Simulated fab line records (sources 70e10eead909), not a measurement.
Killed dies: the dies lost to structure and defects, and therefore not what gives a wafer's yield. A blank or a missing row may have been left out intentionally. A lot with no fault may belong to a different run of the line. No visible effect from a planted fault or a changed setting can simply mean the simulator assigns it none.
A single fault, viewed from 3 desks	flow nand_harc	numbers are kept per desk, each desk with only its own; the story behind them comes last

== TOOL OWNER'S DESK, krf_scanner-02 ==
The tool's own readings at NHARC_P_STI_EXPOSE_06 (exposes mask P STI, target cd 200 nm): means of the sampled wafers that have a number, for each lot that ran on this tool. Any lot whose mean is over 4 standard deviations away from the usual mean is out of limits and marked OUT; that distance is given in the brackets.
Columns: A = stage_vel_mm_s at NHARC_P_STI_EXPOSE_06, usual 499.96 mm/s
lot	first seen here	A
L652	day 3 18:43	499.77
L659	day 6 14:19	500.10
L660	day 6 23:41	500.10
L664	day 8 16:38	499.93
L671	day 11 14:41	499.77
L672	day 12 00:26	500.06
L673	day 12 10:09	500.32
Result from this desk: across the 7 lots, nothing is out of limits.

== METROLOGY DESK ==
What the gauges read, lot by lot, whatever tool the lot ran on: means of the sampled wafers that have a number. Any lot whose mean is over 4 standard deviations away from the usual mean is out of limits and marked OUT; that distance is given in the brackets.
Columns: A = cd_nm at NHARC_P_STI_CD_MEAS_09, usual 200.5 nm; B = trench_foot_cd_nm at NHARC_P_STI_OCD_MEAS_17, usual 158.4 nm
lot	first seen here	A	B
L652	day 3 18:52	203.5	160.7
L656	day 5 06:32	200.8	159.5
L658	day 6 05:31	203.8	161.5
L659	day 6 14:28	200.1	157.3
L660	day 6 23:51	185.5 (-6.5) OUT	143.0 (-6.4) OUT
L664	day 8 16:47	185.3 (-6.6) OUT	143.0 (-6.4) OUT
L668	day 10 09:59	201.4	159.8
L670	day 11 04:44	198.0	154.9
L671	day 11 14:50	197.9	156.4
L672	day 12 00:35	200.1	157.6
L673	day 12 10:18	200.5	158.4
This desk finds L660, L664 out of limits, L660 being first, at day 6 23:51 (cd_nm at NHARC_P_STI_CD_MEAS_09). L652, L656, L658, L659, L668, L670, L671, L672, L673 stayed within limits.

== THE DEFECT DESK ==
Per lot, the means of the sampled wafers with a number show what the inspections along the route counted. Any lot whose mean is over 4 standard deviations away from the usual mean is out of limits and marked OUT; that distance is given in the brackets.
Columns: A = raw_defect_count at NHARC_P_START_INSPECT_01, usual 3.5
lot	first seen here	A
L652	day 2 16:02	3.0
L656	day 4 08:02	3.0
L658	day 5 04:02	1.3
L659	day 5 14:02	5.0
L660	day 6 00:02	2.0
L664	day 7 16:02	2.7
L668	day 9 08:02	3.0
L670	day 10 04:02	3.3
L671	day 10 14:02	2.7
L672	day 11 00:02	3.0
L673	day 11 10:02	4.7
Result from this desk: across the 11 lots, nothing is out of limits.

== ALL TOGETHER ==
At day 6 23:51 the metrology desk could have sounded an alarm, on L660, L664.
Nothing out of limits was seen by the tool owner's desk.
Nothing out of limits was seen by the defect desk.
Tool owner's desk: L660, L664 on record, inside its limits.
The defect desk has L660, L664 on record, within its limits.
The lots listed all ran NHARC_P_STI_EXPOSE_06 on krf_scanner-02.

== WHAT HAD BEEN PUT IN BY THE SIMULATOR ==
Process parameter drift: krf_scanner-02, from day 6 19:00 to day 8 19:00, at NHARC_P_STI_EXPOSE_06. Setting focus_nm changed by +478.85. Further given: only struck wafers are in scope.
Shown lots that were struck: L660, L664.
Delay in hours, fault start to first out-of-limits reading, per desk: metrology desk 5.
